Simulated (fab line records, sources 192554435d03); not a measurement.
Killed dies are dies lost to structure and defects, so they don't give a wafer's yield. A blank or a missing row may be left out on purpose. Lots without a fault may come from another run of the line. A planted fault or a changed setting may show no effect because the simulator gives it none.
Chamber matching | flow n5_finfet | N5_BEOL_M10_VIA_ETCH_34 on rie_diel-04: 4 sister chambers
The step etches SiCOH lowk in C4F6/O2, target depth 184.5 nm, time 69.2 s. 4 wafers are shown with their chamber, then 9 later ones without.

WAFERS WITH THEIR CHAMBER
wafer  | chamber | showerhead_plenum_p_Torr (Torr)
L085.2 | 2       | 2.87
L085.3 | 0       | 2.79
L088.2 | 3       | 2.87
L088.5 | 1       | 2.76

WAFERS WITHOUT THEIR CHAMBER
wafer  | showerhead_plenum_p_Torr (Torr)
L090.2 | 2.76
L090.3 | 2.87
L090.4 | 2.87
L093.1 | 2.86
L093.3 | 2.78
L093.6 | 2.78
L097.1 | 2.86
L097.3 | 2.86
L097.6 | 2.86

WHICH CHAMBER EACH WENT THROUGH
wafer  | from the rows above     | in truth
L090.2 | 1                       | 1
L090.3 | can't be placed: 2 or 3 | 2
L090.4 | can't be placed: 2 or 3 | 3
L093.1 | can't be placed: 2 or 3 | 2
L093.3 | can't be placed: 0 or 1 | 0
L093.6 | can't be placed: 0 or 1 | 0
L097.1 | can't be placed: 2 or 3 | 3
L097.3 | can't be placed: 2 or 3 | 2
L097.6 | can't be placed: 2 or 3 | 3
Placed correctly: 1 of 9. Can't be placed from these rows: 8 (the true chamber is among the candidates in 8). Placed wrongly: 0.
How it was worked out, from the rows above alone: a wafer's distance from a chamber is the root of the sum, over the readings, of the square of ((its reading less the chamber's mean) divided by the reading's scatter). The wafer belongs to the nearest chamber; if the next one is less than 2 further off, it can't be placed. A chamber's mean is the mean of its shown wafers. The scatter: with one shown wafer a chamber, the root of the mean of the squares of how far each hidden wafer lies from its nearest shown one.
